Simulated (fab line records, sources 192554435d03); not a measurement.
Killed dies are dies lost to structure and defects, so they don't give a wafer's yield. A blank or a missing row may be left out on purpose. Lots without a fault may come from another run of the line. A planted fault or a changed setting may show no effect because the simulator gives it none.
Split-lot experiment | flow n5_finfet | 7 lots, 21 wafers read, on a route of 1938 steps

THE SPLIT
At N5_BEOL_M4_DESCUM_16 (chemistry O2, time 7 s), the setting time_s was moved away from the recipe's 7 s on 8 of the 21 wafers read, by -19.3% to +14.8%. The other wafers ran this setting at the recipe's value.

FROM THE SPLIT TO THE READING: what the file shows between them, 1 step
- N5_BEOL_M4_ETCH_74: etches underlayer in N2/H2, target depth 6.5 nm, time 5.2 s

THE READING
CAR-EUV_of_BEOL_M4_COAT_05.thk_nm (the simulator's own value, which no gauge read), in nm, at N5_BEOL_M4_ETCH_63 (etches SiARC in CF4, target depth 15.6 nm, time 26 s). The file gives no usual value for it. The 13 wafers here that ran the recipe average 11.0 nm, standard deviation 0.16 nm.

wafer  | tool, chamber at the split | time_s as run, s | against the recipe | CAR-EUV_of_BEOL_M4_COAT_05.thk_nm, nm | against lot-mates on the recipe
L078.1 | rie_diel-05, 1             | 5.648            | -19.3%             | 11.8                                  | +0.8
L078.6 | rie_diel-05, 2             | 5.648            | -19.3%             | 11.8                                  | +0.8
L078.2 | rie_diel-05, 3             | 7                | recipe             | 11                                    | -
L079.3 | rie_diel-03, 1,3           | 7.65             | +9.3%              | 10.8                                  | -0.2
L079.4 | rie_diel-03, 1,3           | 7.65             | +9.3%              | 10.6                                  | -0.4
L079.5 | rie_diel-03, 3             | 7                | recipe             | 11                                    | -
L087.3 | rie_diel-01, 2,1,2         | 7                | recipe             | 11.2                                  | -
L087.4 | rie_diel-01, 2,1,2         | 7                | recipe             | 11                                    | -
L087.6 | rie_diel-01, 2,1,2         | 7                | recipe             | 11                                    | -
L088.4 | rie_diel-05, 3,2           | 5.947            | -15.0%             | 11.6                                  | +0.4
L088.5 | rie_diel-05, 3,2           | 5.947            | -15.0%             | 11.8                                  | +0.6
L088.6 | rie_diel-05, 1             | 7                | recipe             | 11.2                                  | -
L091.1 | rie_diel-01, 0,1           | 7                | recipe             | 10.8                                  | -
L091.4 | rie_diel-01, 2             | 7                | recipe             | 10.8                                  | -
L091.3 | rie_diel-01, 0,1           | 7                | recipe             | 11.2                                  | -
L093.1 | rie_diel-03, 2             | 7                | recipe             | 11                                    | -
L093.3 | rie_diel-03, 0             | 7                | recipe             | 11.4                                  | -
L093.4 | rie_diel-03, 1             | 8.037            | +14.8%             | 10.6                                  | -0.6
L097.2 | rie_diel-03, 2             | 5.681            | -18.8%             | 11.6                                  | +0.6
L097.4 | rie_diel-03, 1,0           | 7                | recipe             | 11                                    | -
L097.5 | rie_diel-03, 1,0           | 7                | recipe             | 11                                    | -
Where a row lists several chambers, the file gives one row for several wafers and doesn't say which wafer went through which chamber.

THE FIT
A straight line over all 21 wafers: CAR-EUV_of_BEOL_M4_COAT_05.thk_nm changes by -0.0368 nm for each +1% of time_s; r = -0.92; the points scatter about the line by 0.15 nm.
The same after taking each lot's own level away (the mean of its wafers on the recipe; 21 wafers): -0.0369 nm for each +1%; r = -0.95; scatter 0.12 nm.
On that fit, the largest move of time_s shifts the reading by 0.71 nm.
The lots' own levels span 10.93 to 11.20 nm, that is 1.7 times the standard deviation above.
So the lot-to-lot level changes the slope little: the two slopes agree.
Check: with one of the wafers moved furthest among these (-19.3%) left out of the fit, the line predicts +0.69 nm for it against its lot-mates. It came out at +0.8 nm against them.

OTHER SPLITS ON THESE WAFERS
These wafers also went through other splits before the reading. Each is held against what the fit with the lots' levels taken away leaves over:
other split on the same wafers   | wafers away from the commonest value | r with CAR-EUV_of_BEOL_M4_COAT_05.thk_nm (lot level and that fit taken away)
N5_BEOL_M2_COAT_22 spin_rpm      | 7                                    | -0.21
N5_BEOL_M3_ETCH_70 bias_w        | 6                                    | +0.36
N5_BEOL_M3_TRENCH_ETCH_37 time_s | 10                                   | +0.23
N5_BEOL_M4_COAT_73 spin_rpm      | 6                                    | +0.63

THE WHOLE CHAIN: every reading that the file lists as answering this split, in the file's order
step                 | what it does                                         | reading                                                                            | change (the file's fit)                | r (the file's)
N5_BEOL_M4_DESCUM_16 | chemistry O2, time 7 s                               | CAR-EUV_of_BEOL_M4_COAT_05.thk_nm (the simulator's own value, which no gauge read) | -0.0396 nm for each +1% of the setting | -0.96
N5_BEOL_M4_ETCH_63   | etches SiARC in CF4, target depth 15.6 nm, time 26 s | CAR-EUV_of_BEOL_M4_COAT_05.thk_nm (the simulator's own value, which no gauge read) | -0.0365 nm for each +1% of the setting | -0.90

THE FILE'S OWN FIT
CAR-EUV_of_BEOL_M4_COAT_05.thk_nm changes by -0.0365 nm for each +1% of time_s, r = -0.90.
